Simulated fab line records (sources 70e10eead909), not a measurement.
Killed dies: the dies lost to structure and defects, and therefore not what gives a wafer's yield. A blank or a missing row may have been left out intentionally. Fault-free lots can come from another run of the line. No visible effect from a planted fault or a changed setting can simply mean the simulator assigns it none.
Chamber matching    flow nand harc    4 sister chambers for NHARC_A_CHANNEL_FILL_D1_ALD_25 on ald hk-01
The step deposits SiOx, target thk 60 nm, pulse time 10 s, ald cycles 600. 4 wafers are shown with their chamber, then 7 later ones without.

== WAFERS, EACH WITH ITS CHAMBER ==
wafer   chamber  heater power w (W)
L085.5  2        496
L085.6  3        470
L090.2  0        530
L090.4  1        493

== WAFERS WHOSE CHAMBER IS MISSING ==
wafer   heater power w (W)
L090.5  481
L093.1  517
L093.2  483
L093.3  505
L095.2  506
L095.4  498
L095.6  535

== WHICH CHAMBER EACH WENT THROUGH ==
wafer   from the rows above           in truth
L090.5  can't be placed: 3 or 1 or 2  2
L093.1  can't be placed: 0 or 2 or 1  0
L093.2  can't be placed: 1 or 2 or 3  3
L093.3  can't be placed: 2 or 1 or 0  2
L095.2  can't be placed: 2 or 1 or 0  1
L095.4  can't be placed: 2 or 1       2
L095.6  0                             0
Placed correctly: 1 of 7. Unplaceable from these rows: 6, with the true chamber sitting among the candidates in 6. Wrongly placed: 0.
How it was worked out, from the rows above alone: a wafer's distance from a chamber is the root of the sum, over the readings, of the square of ((its reading less the chamber's mean) divided by the reading's scatter). The wafer belongs to the nearest chamber; if the next one is less than 2 further off, it can't be placed. A chamber's mean is the mean of its shown wafers. The scatter: root of mean squared gap, hidden wafer to nearest shown wafer, with one shown wafer a chamber.
